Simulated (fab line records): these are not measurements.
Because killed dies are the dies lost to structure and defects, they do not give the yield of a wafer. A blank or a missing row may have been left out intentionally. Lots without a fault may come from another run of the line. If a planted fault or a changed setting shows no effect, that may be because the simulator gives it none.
Matching of chambers -- flow n5_finfet -- N5_GATE_CUT_ALD_22 on ald_sin-03 has 4 sister chambers
The step deposits SiNx, target thk 16 nm, pulse time 1 s, ald cycles 320. 22 wafers are shown with their chamber, then 11 later ones without.

== WAFERS, EACH WITH ITS CHAMBER ==
wafer,chamber,heater_power_w (W),precursor_pulse_height_rel
L077.2,2,954,0.980
L077.5,3,875,0.998
L077.6,2,953,1.016
L079.2,2,957,1.030
L079.4,0,780,0.995
L079.5,3,883,0.996
L081.1,1,957,0.981
L081.3,2,949,0.984
L081.5,3,873,0.990
L084.1,2,954,1.010
L084.2,3,888,1.013
L084.3,1,930,1.004
L084.4,0,772,1.016
L084.5,1,941,0.986
L084.6,2,960,0.986
L085.1,3,860,1.017
L085.5,1,946,1.007
L085.6,2,939,1.006
L086.1,3,870,0.964
L086.2,0,785,1.015
L086.3,1,938,1.005
L087.1,3,892,0.977

SIGNATURES (means of the wafers above)
reading,chamber 0,chamber 1,chamber 2,chamber 3,scatter within a chamber
heater_power_w,779.00,942.40,952.29,877.29,9.13
precursor_pulse_height_rel,1.00867,0.99660,1.00171,0.99357,0.0168
Rule: for a wafer and a chamber, the distance is found by dividing, reading by reading, the gap between the wafer's reading and the chamber's mean by the reading's scatter, squaring, summing and taking the root. The wafer belongs to the nearest chamber; if the next one is less than 2 further off, it can't be placed. The scatter is the square root of a quotient: the sum, over the shown wafers, of each reading's squared deviation from its chamber's mean, divided by wafers minus chambers.

== WAFERS WITHOUT THEIR CHAMBER ==
wafer,heater_power_w (W),precursor_pulse_height_rel
L087.3,782,1.013
L087.5,929,0.959
L096.1,770,0.991
L096.2,902,1.021
L096.3,911,1.002
L096.4,849,1.009
L096.5,768,0.967
L096.6,913,1.011
L097.1,862,0.976
L097.2,932,1.037
L097.3,926,1.009

== EACH ONE'S CHAMBER ==
wafer,from the rows above,in truth
L087.3,0,0
L087.5,can't be placed: 1 or 2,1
L096.1,0,0
L096.2,can't be placed: 3 or 1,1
L096.3,can't be placed: 1 or 3 or 2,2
L096.4,3,3
L096.5,0,0
L096.6,can't be placed: 1 or 3 or 2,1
L097.1,3,3
L097.2,can't be placed: 1 or 2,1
L097.3,can't be placed: 1 or 2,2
Correct placement for 5 of the 11. Cannot be placed on the basis of these rows: 6; the candidates contain the true chamber in 6. Number placed wrongly: 0.
